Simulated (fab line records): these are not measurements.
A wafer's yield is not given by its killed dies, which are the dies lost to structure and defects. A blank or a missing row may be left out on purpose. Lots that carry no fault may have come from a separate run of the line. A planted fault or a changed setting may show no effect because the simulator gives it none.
Matching of chambers -- flow n5 finfet -- N5_FIN_SAQP_ETCH_34 on rie diel-06 has 4 sister chambers
The step etches SiO2 in C4F6/O2, target depth 45 nm, time 15 s. 4 wafers are shown with their chamber, then 8 later ones without.

WAFERS WITH THEIR CHAMBER
wafer,chamber,throttle valve pct (%)
L087.5,2,21.38
L088.1,1,21.39
L088.5,3,20.73
L089.1,0,21.16

WAFERS WHOSE CHAMBER IS MISSING
wafer,throttle valve pct (%)
L089.2,21.41
L089.6,20.72
L093.1,21.40
L093.2,21.17
L093.5,21.16
L094.1,20.75
L094.2,21.18
L094.4,21.40

THE CHAMBER EACH PASSED THROUGH
wafer,from the rows above,in truth
L089.2,can't be placed: 1 or 2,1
L089.6,3,3
L093.1,can't be placed: 1 or 2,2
L093.2,0,0
L093.5,0,0
L094.1,3,3
L094.2,0,0
L094.4,can't be placed: 1 or 2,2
Correct placement for 5 of the 8. Unplaceable from these rows: 3, with the true chamber sitting among the candidates in 3. 0 placed wrongly.
How it was worked out, from the rows above alone: a wafer's distance from a chamber is the root of the sum, over the readings, of the square of ((its reading less the chamber's mean) divided by the reading's scatter). The wafer belongs to the nearest chamber; if the next one is less than 2 further off, it can't be placed. A chamber's mean is the mean of its shown wafers. The scatter (one wafer shown for each chamber): square how far every hidden wafer sits from the nearest shown wafer, average those squares and take the square root.
